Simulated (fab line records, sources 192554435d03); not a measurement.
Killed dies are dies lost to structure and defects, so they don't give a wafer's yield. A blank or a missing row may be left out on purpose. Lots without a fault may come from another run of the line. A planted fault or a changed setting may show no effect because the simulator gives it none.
fab line records | flow n5_finfet
record lots=24 wafers=72 last_day=19
route steps=1938 shown BEOL_M2@864
lots that met no fault: from a run of the same line without faults
start_h: hours from the record's first day to the start of the lot's first wafer shown | wait_h: hours since the lot's step before | " the same as in the row above | L1.1+2: a row that stands for several wafers | - no value, or no start given | * or withheld: withheld | < > ~ a bound
route shown NAME@n: a module of which the file shows steps, and the number in the route of the first | usual: mean/standard deviation of fault-free wafers | same: alike in all rows | chamber/n: place in a boat | sites: the reading at each site | _std_site: their standard deviation | _edge_site: outer sites' mean less inner sites' | radius_mm: how far each site lies from the wafer's centre | mask NAME#n: copy n | behind: the tool/chamber that last shaped the wafer | hold: why the lot was held/for how many hours/how that ended | device: the transistor (n, p or np) that didn't switch | end of line: the same wafers' tests at the end of the route | a step without rows: its recipe alone | killed: dies lost to structure and defects at the first sort, not the wafer's yield | map: a wafer's dies, x killed, . not, _ none there
set.NAME: the setting as run; set.NAME@STEP: as run at that earlier step | model.NAME: the simulator's own value behind a step, which no gauge read
steps of the route over a sample of lots; a table a step, a row a wafer
services: from which hour (start_h, from the record's first day; less than 0 if before it) a tool's chamber was out of use, for how many hours, and why
## steps
# step N5_BEOL_M2_HM_OPEN_17
# recipe chemistry=Cl2/BCl3 target_depth_a=200 overetch_a=60 target=TiN mask_material=SOC ion_energy_ev=150 pressure_mtorr=10 icp_w=1000 bias_w=126 Cl2_flow_sccm=53.25 bcl3_flow_sccm=21.75 Ar_flow_sccm=25
# usual drypump_motor_current_A=5.8/0.35 oes_product_au=0.64/0.075 throttle_valve_pct=22.22/0.26
# columns lot.wafer tool chamber start_h wait_h drypump_motor_current_A oes_product_au rf_hours_counter_h throttle_valve_pct
L074.2 rie_metal-01 1 132.56 0.0 5.5 0.68 33 22.55
L074.3 " 1 " " 5.5 0.67 - 22.60
L074.5 " 1 " " 5.5 0.66 - 22.58
L075.3 rie_metal-03 0 139.37 0.1 6.3 0.67 - 22.27
L075.5 " 0 " " 6.3 0.67 - 22.27
L075.6 " 0 " " 6.3 0.67 - 22.28
L076.2 rie_metal-02 0 145.41 0.0 5.3 0.53 125 22.20
L076.4 " 0 " " 5.3 0.53 - 22.20
L076.5 " 1 " " 5.9 0.63 - 22.33
L077.2 rie_metal-02 0 148.09 0.0 5.3 0.53 125 22.20
L077.4 " 1 " " 5.9 0.63 - 22.33
L077.5 " 1 " " 5.9 0.62 - 22.34
L078.1 rie_metal-03 0 152.90 0.0 6.3 0.68 39 22.26
L078.3 " 0 " " 6.2 0.67 - 22.26
L078.5 " 0 " " 6.3 0.67 - 22.26
L079.3 rie_metal-01 0 162.92 0.1 6.0 0.59 - 21.96
L079.4 " 1 " " 5.5 0.67 - 22.58
L079.6 " 1 " " 5.4 0.65 - 22.60
L080.1 rie_metal-02 1 169.27 0.0 5.9 0.63 66 22.33
L080.3 " 1 " " 5.9 0.63 - 22.33
L080.4 " 0 " " 5.3 0.52 - 22.18
L082.1 rie_metal-03 1 177.76 0.0 5.5 0.83 2 21.68
L082.3 " 0 " " 6.2 0.65 - 22.28
L082.4 " 1 " " 5.4 0.83 - 21.66
L081.1 rie_metal-02 1 178.54 0.0 5.9 0.62 67 22.34
L081.2 " 0 " " 5.3 0.54 128 22.18
L081.5 " 1 " " 5.9 0.62 - 22.34
L083.1 rie_metal-02 0 191.84 0.0 5.3 0.52 130 22.19
L083.3 " 0 " " 5.3 0.53 - 22.21
L083.6 " 0 " " 5.3 0.52 - 22.21
L084.1 rie_metal-02 1 193.21 0.0 5.9 0.62 68 22.33
L084.3 " 1 " " 5.9 0.62 - 22.36
L084.4 " 0 " " 5.3 0.53 - 22.19
L085.3 rie_metal-02 1 214.71 0.1 5.9 0.62 - 22.35
L085.4 " 0 " " 5.3 0.52 - 22.19
L085.6 " 1 " " 5.9 0.61 - 22.35
L086.1 rie_metal-01 1 216.64 0.0 5.4 0.65 39 22.60
L086.2 " 0 " " 6.0 0.58 72 22.00
L086.6 " 1 " " 5.5 0.65 - 22.58
L087.3 rie_metal-03 1 219.60 0.1 5.4 0.79 - 21.68
L087.5 " 1 " " 5.4 0.80 - 21.69
L087.6 " 0 " " 6.3 0.65 - 22.28
L088.1 rie_metal-02 1 222.20 0.0 5.9 0.61 72 22.36
L088.3 " 1 " " 5.9 0.61 - 22.35
L088.5 " 1 " " 5.9 0.61 - 22.35
L089.3 rie_metal-03 0 230.97 0.1 6.3 0.65 - 22.26
L089.5 " 1 " " 5.4 0.79 - 21.69
L089.6 " 0 " " 6.3 0.65 - 22.29
L091.1 rie_metal-03 0 231.35 0.0 6.3 0.65 47 22.30
L091.2 " 1 " " 5.4 0.78 6 21.71
L091.4 " 1 " " 5.4 0.78 - 21.71
L090.1 rie_metal-03 0 234.20 0.0 6.3 0.65 47 22.30
L090.2 " 1 " " 5.4 0.78 7 21.70
L090.4 " 0 " " 6.3 0.65 - 22.27
L092.1 rie_metal-01 0 242.09 0.0 6.0 0.58 75 21.96
L092.2 " 1 " " 5.4 0.65 41 22.60
L092.6 " 1 " " 5.5 0.65 - 22.60
L093.1 rie_metal-01 0 250.97 0.0 6.0 0.59 75 21.99
L093.3 " 0 " " 6.0 0.58 - 22.00
L093.6 " 0 " " 6.0 0.59 - 21.96
L094.1 rie_metal-01 1 255.39 0.0 5.5 0.64 42 22.62
L094.3 " 1 " " 5.4 0.63 - 22.63
L094.4 " 0 " " 5.9 0.58 - 22.02
L095.1 rie_metal-01 0 259.89 0.0 6.0 0.59 76 21.99
L095.2 " 1 " " 5.5 0.64 42 22.61
L095.5 " 0 " " 6.0 0.59 - 21.98
L097.2 rie_metal-01 1 279.39 0.0 5.5 0.64 44 22.60
L097.5 " 0 " " 6.0 0.59 - 21.98
L097.6 " 1 " " 5.5 0.65 - 22.59
L096.1 rie_metal-02 1 279.94 0.0 5.9 0.60 77 22.37
L096.5 " 1 " " 5.9 0.60 - 22.36
L096.6 " 0 " " 5.3 0.79 - 21.97
# step N5_BEOL_M2_STRIP_97
# recipe chemistry=N2/H2 time_s=10 power_w=450 temp_c=40 pressure_mtorr=20 rf_frequency_hz=6e+07 bias_power_w=7 n2_flow_sccm=200 h2_flow_sccm=200
# usual drypump_motor_current_A=5.7/0.37 oes_product_au=0.82/0.1 rf_vpp_V=59.2/0.81 showerhead_plenum_p_Torr=2.52/0.072 throttle_valve_pct=23.52/0.22
# columns lot.wafer tool chamber start_h wait_h drypump_motor_current_A oes_product_au rf_hours_counter_h rf_vpp_V showerhead_plenum_p_Torr throttle_valve_pct
L074.2 rie_diel-02 3 - - 5.2 0.73 170 60.2 2.64 23.38
L074.3 " 2 " " 5.7 0.90 23 59.0 2.49 23.48
L074.5 " 1 " " 5.8 0.96 - 59.6 2.50 23.49
L075.3 rie_diel-06 2 - - 5.7 0.96 4 59.8 2.49 23.36
L075.5 " 0 " " 5.3 0.85 - 60.4 2.70 23.58
L075.6 " 3 " " 6.2 0.69 - 60.9 2.41 24.02
L076.2 rie_diel-01 1 - - 5.5 0.70 212 59.2 2.51 23.95
L076.4 " 2 " " 5.7 0.89 - 58.1 2.48 23.26
L076.5 " 0 " " 5.2 0.65 - 58.7 2.49 23.95
L077.2 rie_diel-02 0 - - 5.9 0.72 166 59.2 2.63 23.47
L077.4 " 3 " " 5.2 0.73 175 59.5 2.64 23.41
L077.5 " 1 " " 5.9 0.94 - 58.1 2.50 23.49
L078.1 rie_diel-01 3 - - 6.4 1.00 2 60.9 2.50 23.35
L078.3 " 2 " " 5.7 0.88 45 58.3 2.48 23.29
L078.5 " 3 " " 6.4 1.01 - 59.1 2.50 23.35
L079.3 rie_diel-01 1 - - 5.6 0.70 221 59.5 2.51 23.95
L079.4 " 3 " " 6.4 0.98 - 59.3 2.49 23.35
L079.6 " 2 " " 5.8 0.87 - 58.8 2.48 23.30
L080.1 rie_diel-01 3 - - 6.4 0.98 9 57.8 2.49 23.35
L080.3 " 2 " " 5.8 0.87 52 58.9 2.47 23.28
L080.4 " 1 " " 5.6 0.69 - 58.1 2.51 23.96
L081.1 rie_diel-01 1 - - 5.5 0.69 229 56.8 2.50 23.94
L081.2 " 3 " " 6.4 0.96 12 60.0 2.49 23.36
L081.5 " 2 " " 5.7 0.87 - 58.8 2.47 23.29
L082.1 rie_diel-01 2 - - 5.7 0.87 58 59.1 2.47 23.31
L082.3 " 3 " " 6.4 0.95 13 58.6 2.49 23.35
L082.4 " 1 " " 5.5 0.69 - 60.1 2.50 23.95
L083.1 rie_diel-06 2 - - 5.7 0.91 22 61.1 2.48 23.39
L083.3 " 3 " " 6.2 0.69 236 60.4 2.41 24.04
L083.6 " 1 " " 5.6 0.73 - 60.9 2.52 23.28
L084.1 rie_diel-01 3 - - 6.4 0.93 20 59.0 2.49 23.38
L084.3 " 2 " " 5.8 0.85 63 58.9 2.47 23.29
L084.4 " 0 " " 5.2 0.96 6 57.8 2.49 23.53
L085.3 rie_diel-01 1 - - 5.5 0.68 242 59.0 2.50 23.97
L085.4 " 3 " " 6.5 0.92 25 59.6 2.49 23.39
L085.6 " 2 " " 5.8 0.85 - 59.8 2.47 23.33
L086.1 rie_diel-01 3 - - 6.4 0.91 25 58.6 2.49 23.38
L086.2 " 0 " " 5.2 0.93 12 58.9 2.48 23.56
L086.6 " 3 " " 6.4 0.92 - 59.5 2.49 23.38
L087.3 rie_diel-01 3 - - 6.4 0.91 27 59.0 2.49 23.38
L087.5 " 3 " " 6.4 0.91 - 58.6 2.49 23.38
L087.6 " 0 " " 5.2 0.94 - 58.0 2.48 23.58
L088.1 rie_diel-01 3 - - 6.4 0.91 28 59.9 2.49 23.38
L088.3 " 0 " " 5.2 0.94 16 60.1 2.48 23.54
L088.5 " 3 " " 6.4 0.92 - 59.6 2.49 23.38
L089.3 rie_diel-02 3 - - 5.2 0.71 208 60.7 2.63 23.44
L089.5 " 1 " " 5.8 0.87 - 58.7 2.48 23.53
L089.6 " 0 " " 5.9 0.71 - 58.7 2.62 23.49
L090.1 rie_diel-02 3 - - 5.2 0.71 210 59.5 2.63 23.43
L090.2 " 2 " " 5.7 0.85 63 59.1 2.47 23.52
L090.4 " 0 " " 5.9 0.71 190 60.0 2.62 23.48
L092.1 rie_diel-02 0 - - 5.9 0.71 193 59.2 2.62 23.49
L092.2 " 3 " " 5.2 0.71 212 59.2 2.62 23.45
L092.6 " 3 " " 5.2 0.72 - 59.5 2.63 23.44
L091.1 rie_diel-02 3 - - 5.2 0.71 213 60.4 2.62 23.45
L091.2 " 0 " " 5.9 0.70 193 58.9 2.62 23.47
L091.4 " 1 " " 5.8 0.86 45 58.5 2.48 23.53
L093.1 rie_diel-06 0 - - 5.3 0.80 79 60.7 2.69 23.65
L093.3 " 1 " " 5.6 0.72 197 58.6 2.51 23.30
L093.6 " 2 " " 5.7 0.87 - 58.2 2.47 23.42
L094.1 rie_diel-06 2 - - 5.7 0.86 46 59.3 2.47 23.43
L094.3 " 0 " " 5.3 0.80 81 59.1 2.68 23.65
L094.4 " 0 " " 5.3 0.80 - 60.3 2.68 23.65
L095.1 rie_diel-02 3 - - 5.2 0.70 217 59.9 2.62 23.45
L095.2 " 1 " " 5.9 0.84 49 58.2 2.48 23.55
L095.5 " 3 " " 5.2 0.71 - 59.6 2.62 23.45
L097.2 rie_diel-06 1 - - 5.6 0.71 207 60.1 2.51 23.32
L097.5 " 3 " " 6.2 0.98 - 59.5 2.72 23.72
L097.6 " 2 " " 5.7 0.84 - 58.6 2.47 23.43
L096.1 rie_diel-01 0 - - 5.1 0.90 36 58.5 2.47 23.58
L096.5 " 3 " " 6.4 0.89 - 60.6 2.48 23.41
L096.6 " 2 " " 5.8 0.83 - 59.1 2.46 23.33
# step N5_BEOL_M2_DEGAS_44
# recipe ambient=vacuum temp_c=250 time_s=60
# usual heater_power_w=338/38
# columns lot.wafer tool chamber start_h wait_h heater_power_w
L074.2 pvd_sputter-01 - 138.76 0.3 381
L074.3 " - " " 305
L074.5 " - " " 305
L075.3 pvd_sputter-03 - 141.89 0.3 280
L075.5 " - " " 384
L075.6 " - " " 388
L076.2 pvd_sputter-01 - 147.48 0.4 376
L076.4 " - " " 309
L076.5 " - " " 279
L077.2 pvd_sputter-01 - 152.78 0.3 308
L077.4 " - " " 286
L077.5 " - " " 302
L078.1 pvd_sputter-02 - 157.97 0.4 299
L078.3 " - " " 347
L078.5 " - " " 349
L079.3 pvd_sputter-03 - 165.62 0.4 397
L079.4 " - " " 364
L079.6 " - " " 364
L080.1 pvd_sputter-03 - 173.43 0.3 381
L080.3 " - " " 277
L080.4 " - " " 354
L081.1 pvd_sputter-02 - 183.61 0.2 349
L081.2 " - " " 363
L081.5 " - " " 351
L082.1 pvd_sputter-03 - 187.40 0.9 386
L082.3 " - " " 278
L082.4 " - " " 366
L083.1 pvd_sputter-03 - 193.74 0.3 362
L083.3 " - " " 387
L083.6 " - " " 280
L084.1 pvd_sputter-03 - 201.61 0.1 384
L084.3 " - " " 344
L084.4 " - " " 279
L085.3 pvd_sputter-01 - 218.90 0.4 289
L085.4 " - " " 307
L085.6 " - " " 285
L086.1 pvd_sputter-03 - 220.45 1.3 363
L086.2 " - " " 391
L086.6 " - " " 283
L087.3 pvd_sputter-03 - 223.97 0.2 389
L087.5 " - " " 359
L087.6 " - " " 277
L088.1 pvd_sputter-02 - 227.29 0.5 301
L088.3 " - " " 351
L088.5 " - " " 349
L089.3 pvd_sputter-02 - 237.39 0.2 309
L089.5 " - " " 349
L089.6 " - " " 350
L090.1 pvd_sputter-02 - 242.16 0.1 343
L090.2 " - " " 338
L090.4 " - " " 313
L092.1 pvd_sputter-02 - 249.54 0.9 310
L092.2 " - " " 349
L092.6 " - " " 304
L091.1 pvd_sputter-01 - 250.85 0.6 314
L091.2 " - " " 375
L091.4 " - " " 305
L093.1 pvd_sputter-03 - 256.24 0.2 384
L093.3 " - " " 385
L093.6 " - " " 381
L094.1 pvd_sputter-01 - 259.35 0.3 278
L094.3 " - " " 371
L094.4 " - " " 308
L095.1 pvd_sputter-01 - 262.07 0.2 290
L095.2 " - " " 377
L095.5 " - " " 307
L097.2 pvd_sputter-03 - 284.36 0.4 396
L097.5 " - " " 387
L097.6 " - " " 395
L096.1 pvd_sputter-02 - 284.94 0.0 314
L096.5 " - " " 344
L096.6 " - " " 312
# step N5_BEOL_M2_PRE_CLEAN_45
# recipe gas=H2/He time_s=30 temp_c=250
# usual heater_power_w=338/38
# columns lot.wafer tool chamber start_h wait_h heater_power_w
L074.2 pvd_sputter-01 - 138.80 0.0 370
L074.3 " - " " 315
L074.5 " - " " 313
L075.3 pvd_sputter-03 - 141.93 0.0 276
L075.5 " - " " 395
L075.6 " - " " 390
L076.2 pvd_sputter-01 - 147.52 0.0 367
L076.4 " - " " 307
L076.5 " - " " 289
L077.2 pvd_sputter-01 - 152.82 0.0 304
L077.4 " - " " 290
L077.5 " - " " 305
L078.1 pvd_sputter-02 - 158.01 0.0 315
L078.3 " - " " 343
L078.5 " - " " 345
L079.3 pvd_sputter-03 - 165.66 0.0 388
L079.4 " - " " 367
L079.6 " - " " 360
L080.1 pvd_sputter-03 - 173.47 0.0 382
L080.3 " - " " 280
L080.4 " - " " 355
L081.1 pvd_sputter-02 - 183.65 0.0 352
L081.2 " - " " 356
L081.5 " - " " 347
L082.1 pvd_sputter-03 - 187.44 0.0 387
L082.3 " - " " 278
L082.4 " - " " 356
L083.1 pvd_sputter-03 - 193.78 0.0 361
L083.3 " - " " 393
L083.6 " - " " 278
L084.1 pvd_sputter-03 - 201.65 0.0 385
L084.3 " - " " 359
L084.4 " - " " 277
L085.3 pvd_sputter-01 - 218.94 0.0 277
L085.4 " - " " 306
L085.6 " - " " 280
L086.1 pvd_sputter-03 - 220.49 0.0 349
L086.2 " - " " 386
L086.6 " - " " 271
L087.3 pvd_sputter-03 - 224.01 0.0 385
L087.5 " - " " 361
L087.6 " - " " 278
L088.1 pvd_sputter-02 - 227.33 0.0 306
L088.3 " - " " 349
L088.5 " - " " 347
L089.3 pvd_sputter-02 - 237.43 0.0 305
L089.5 " - " " 347
L089.6 " - " " 354
L090.1 pvd_sputter-02 - 242.20 0.0 362
L090.2 " - " " 335
L090.4 " - " " 311
L092.1 pvd_sputter-02 - 249.58 0.0 308
L092.2 " - " " 347
L092.6 " - " " 315
L091.1 pvd_sputter-01 - 250.89 0.0 309
L091.2 " - " " 376
L091.4 " - " " 306
L093.1 pvd_sputter-03 - 256.28 0.0 379
L093.3 " - " " 387
L093.6 " - " " 387
L094.1 pvd_sputter-01 - 259.39 0.0 284
L094.3 " - " " 375
L094.4 " - " " 302
L095.1 pvd_sputter-01 - 262.11 0.0 282
L095.2 " - " " 369
L095.5 " - " " 316
L097.2 pvd_sputter-03 - 284.40 0.0 393
L097.5 " - " " 378
L097.6 " - " " 391
L096.1 pvd_sputter-02 - 284.98 0.0 308
L096.5 " - " " 347
L096.6 " - " " 310
# step N5_BEOL_M2_SPUTTER_94
# recipe material=Cu target_thk_a=45 temp_c=-20 chamber_pressure_pa=0.07 power_w=withheld time_s=8.29
# usual chuck_gas_flow_sccm=1.26/0.056 substrate_temp_c=-19.99/0.1 throttle_valve_pct=29.6/1
# columns lot.wafer tool chamber start_h wait_h chuck_gas_flow_sccm substrate_temp_c throttle_valve_pct
L074.2 pvd_sputter-03 - 140.97 0.1 1.35 -20.11 29.1
L074.3 " - " " 1.30 -20.01 31.9
L074.5 " - " " 1.33 -20.16 29.2
L075.3 pvd_sputter-02 - 144.10 0.1 1.32 -20.09 29.9
L075.5 " - " " 1.15 -19.86 27.7
L075.6 " - " " 1.29 -20.07 30.3
L076.2 pvd_sputter-02 - 149.70 0.1 1.27 -19.97 28.5
L076.4 " - " " 1.16 -20.05 29.9
L076.5 " - " " 1.24 -19.90 27.8
L077.2 pvd_sputter-03 - 155.08 0.1 1.27 -20.11 29.8
L077.4 " - " " 1.24 -20.07 29.4
L077.5 " - " " 1.30 -19.92 31.9
L078.1 pvd_sputter-01 - 161.72 0.1 1.21 -20.05 29.8
L078.3 " - " " 1.17 -20.15 29.9
L078.5 " - " " 1.19 -19.92 29.5
L079.3 pvd_sputter-02 - 167.78 0.1 1.30 -20.05 29.9
L079.4 " - " " 1.30 -19.87 29.1
L079.6 " - " " 1.26 -20.08 30.0
L080.1 pvd_sputter-01 - 176.40 0.1 1.17 -20.05 30.3
L080.3 " - " " 1.19 -19.94 28.6
L080.4 " - " " 1.34 -20.22 30.0
L081.1 pvd_sputter-02 - 185.93 0.1 1.37 -20.07 29.9
L081.2 " - " " 1.20 -19.98 27.7
L081.5 " - " " 1.28 -20.04 29.8
L082.1 pvd_sputter-01 - 189.56 0.1 1.21 -20.03 29.7
L082.3 " - " " 1.19 -19.98 28.4
L082.4 " - " " 1.19 -20.03 30.4
L083.1 pvd_sputter-03 - 195.92 0.1 1.22 -19.93 29.6
L083.3 " - " " 1.24 -20.11 29.3
L083.6 " - " " 1.32 -19.88 29.5
L084.1 pvd_sputter-03 - 203.72 0.1 1.25 -19.88 29.4
L084.3 " - " " 1.21 -19.97 29.4
L084.4 " - " " 1.20 -19.85 32.1
L085.3 pvd_sputter-02 - 221.59 0.1 1.21 -19.91 29.9
L085.4 " - " " 1.20 -19.89 28.9
L085.6 " - " " 1.37 -20.05 30.0
L086.1 pvd_sputter-03 - 222.87 0.1 1.30 -20.06 29.9
L086.2 " - " " 1.25 -20.07 29.5
L086.6 " - " " 1.12 -20.13 29.8
L087.3 pvd_sputter-03 - 226.06 0.1 1.17 -19.94 29.5
L087.5 " - " " 1.26 -19.96 31.7
L087.6 " - " " 1.16 -20.14 29.8
L088.1 pvd_sputter-01 - 229.95 0.1 1.19 -20.12 29.8
L088.3 " - " " 1.18 -19.98 30.5
L088.5 " - " " 1.23 -19.87 30.2
L089.3 pvd_sputter-02 - 241.20 0.1 1.16 -20.06 29.6
L089.5 " - " " 1.24 -19.92 27.8
L089.6 " - " " 1.20 -20.21 29.7
L090.1 pvd_sputter-03 - 244.33 0.1 1.31 -20.07 29.3
L090.2 " - " " 1.30 -20.13 29.7
L090.4 " - " " 1.25 -19.91 31.8
L092.1 pvd_sputter-03 - 251.84 0.1 1.24 -20.19 29.8
L092.2 " - " " 1.36 -19.80 29.5
L092.6 " - " " 1.33 -19.91 31.9
L091.1 pvd_sputter-01 - 253.17 0.1 1.22 -19.98 29.6
L091.2 " - " " 1.25 -19.97 30.3
L091.4 " - " " 1.26 -19.94 28.6
L093.1 pvd_sputter-03 - 258.74 0.1 1.43 -19.96 29.4
L093.3 " - " " 1.27 -19.77 29.6
L093.6 " - " " 1.33 -19.93 29.8
L094.1 pvd_sputter-01 - 261.69 0.1 1.26 -20.02 28.3
L094.3 " - " " 1.29 -20.02 30.1
L094.4 " - " " 1.25 -19.92 30.0
L095.1 pvd_sputter-01 - 266.02 0.1 1.37 -19.86 28.6
L095.2 " - " " 1.29 -20.06 29.7
L095.5 " - " " 1.19 -19.80 28.6
L097.2 pvd_sputter-02 - 287.00 0.1 1.32 -19.88 29.9
L097.5 " - " " 1.29 -20.00 30.0
L097.6 " - " " 1.26 -20.02 28.6
L096.1 pvd_sputter-01 - 288.48 0.1 1.35 -20.06 30.0
L096.5 " - " " 1.19 -20.06 28.8
L096.6 " - " " 1.34 -19.96 29.9
# step N5_BEOL_M2_DEP_57
# recipe material=SiCN target_thk_a=80 temp_c=withheld precursor=3MS/NH3 pressure_torr=3 rf_w=202 time_s=14
# usual showerhead_plenum_p_Torr=3.660/0.022 throttle_valve_pct=8.9/0.53
# columns lot.wafer tool chamber start_h wait_h showerhead_plenum_p_Torr throttle_valve_pct
L074.2 pecvd-03 0 142.17 0.0 3.618 8.9
L074.3 " 1 " " 3.666 9.2
L074.5 " 2 " " 3.681 8.5
L075.3 pecvd-04 1 145.50 0.0 3.635 8.6
L075.5 " 1 " " 3.641 8.8
L075.6 " 0 " " 3.677 10.2
L076.2 pecvd-02 0 150.91 0.0 3.671 8.9
L076.4 " 0 " " 3.674 8.7
L076.5 " 2 " " 3.673 9.3
L077.2 pecvd-02 0 156.28 0.0 3.662 8.8
L077.4 " 1 " " 3.648 9.1
L077.5 " 2 " " 3.668 9.1
L078.1 pecvd-03 1 162.92 0.0 3.672 9.4
L078.3 " 2 " " 3.694 8.8
L078.5 " 1 " " 3.672 9.1
L079.3 pecvd-04 2 168.99 0.0 3.668 8.4
L079.4 " 0 " " 3.671 9.9
L079.6 " 1 " " 3.636 8.7
L080.1 pecvd-03 0 177.83 0.0 3.615 9.0
L080.3 " 2 " " 3.690 8.5
L080.4 " 0 " " 3.619 8.6
L081.1 pecvd-02 1 187.13 0.0 3.663 9.0
L081.2 " 0 " " 3.664 8.9
L081.5 " 1 " " 3.656 9.0
L082.1 pecvd-02 2 190.76 0.0 3.667 9.1
L082.3 " 0 " " 3.670 8.9
L082.4 " 2 " " 3.660 9.1
L083.1 pecvd-02 2 197.18 0.0 3.664 8.8
L083.3 " 1 " " 3.654 9.1
L083.6 " 2 " " 3.662 9.1
L084.1 pecvd-02 1 204.92 0.0 3.645 9.0
L084.3 " 2 " " 3.664 9.1
L084.4 " 2 " " 3.675 9.1
L085.3 pecvd-04 0 222.84 0.0 3.674 10.0
L085.4 " 2 " " 3.674 8.3
L085.6 " 1 " " 3.636 8.8
L086.1 pecvd-03 0 224.09 0.0 3.626 8.9
L086.2 " 1 " " 3.680 9.4
L086.6 " 0 " " 3.619 9.0
L087.3 pecvd-04 1 227.53 0.0 3.636 8.7
L087.5 " 1 " " 3.635 8.5
L087.6 " 0 " " 3.679 10.0
L088.1 pecvd-04 0 231.61 0.0 3.669 9.9
L088.3 " 2 " " 3.679 8.5
L088.5 " 0 " " 3.672 10.1
L089.3 pecvd-03 0 242.40 0.0 3.626 8.9
L089.5 " 2 " " 3.685 8.1
L089.6 " 1 " " 3.671 9.3
L090.1 pecvd-04 2 245.54 0.0 3.675 8.4
L090.2 " 1 " " 3.638 8.7
L090.4 " 2 " " 3.678 8.2
L092.1 pecvd-03 0 253.93 0.0 3.617 8.8
L092.2 " 2 " " 3.679 8.2
L092.6 " 2 " " 3.686 8.0
L091.1 pecvd-03 2 254.70 0.0 3.692 8.0
L091.2 " 0 " " 3.614 9.2
L091.4 " 0 " " 3.622 8.8
L093.1 pecvd-03 2 259.95 0.0 3.688 8.2
L093.3 " 1 " " 3.674 9.2
L093.6 " 2 " " 3.686 8.0
L094.1 pecvd-03 0 263.34 0.0 3.625 8.9
L094.3 " 2 " " 3.684 8.3
L094.4 " 1 " " 3.661 9.5
L095.1 pecvd-02 0 267.24 0.0 3.669 8.9
L095.2 " 2 " " 3.660 9.1
L095.5 " 2 " " 3.667 9.2
L097.2 pecvd-04 0 288.20 0.0 3.664 9.9
L097.5 " 1 " " 3.646 8.9
L097.6 " 2 " " 3.680 8.4
L096.1 pecvd-02 0 289.69 0.0 3.672 8.9
L096.5 " 1 " " 3.642 8.3
L096.6 " 0 " " 3.670 8.7
## services
# columns tool chamber start_h hours kind
rie_diel-06 2 112.37 4.9 repair
rie_diel-01 3 112.40 - clean
rie_diel-01 3 112.40 - consumable_replace:focus_ring
rie_diel-01 3 112.40 41.4 scheduled_down
rie_diel-01 3 112.40 41.4 vent_cycle
rie_diel-01 0 119.86 2.2 repair
rie_metal-02 - 142.27 2.2 repair
rie_diel-01 0 154.18 - clean
rie_diel-01 0 154.18 - consumable_replace:focus_ring
rie_diel-01 0 154.18 33.0 scheduled_down
rie_diel-01 0 154.18 33.0 vent_cycle
rie_diel-06 1 164.44 9.9 repair
pvd_sputter-02 - 174.26 5.0 repair
pecvd-03 1 175.64 10.2 repair
rie_metal-01 - 176.48 14.6 pm
rie_diel-01 3 177.60 5.2 repair
pecvd-02 - 181.53 0.9 repair
rie_diel-06 1 183.55 8.8 repair
rie_diel-02 0 212.15 22.1 repair
rie_diel-06 3 215.95 2.9 repair
pecvd-02 - 229.79 2.9 repair
pecvd-04 - 247.94 0.7 repair
rie_metal-03 - 265.67 0.1 repair
rie_diel-02 2 281.00 6.7 repair
## key
fault none
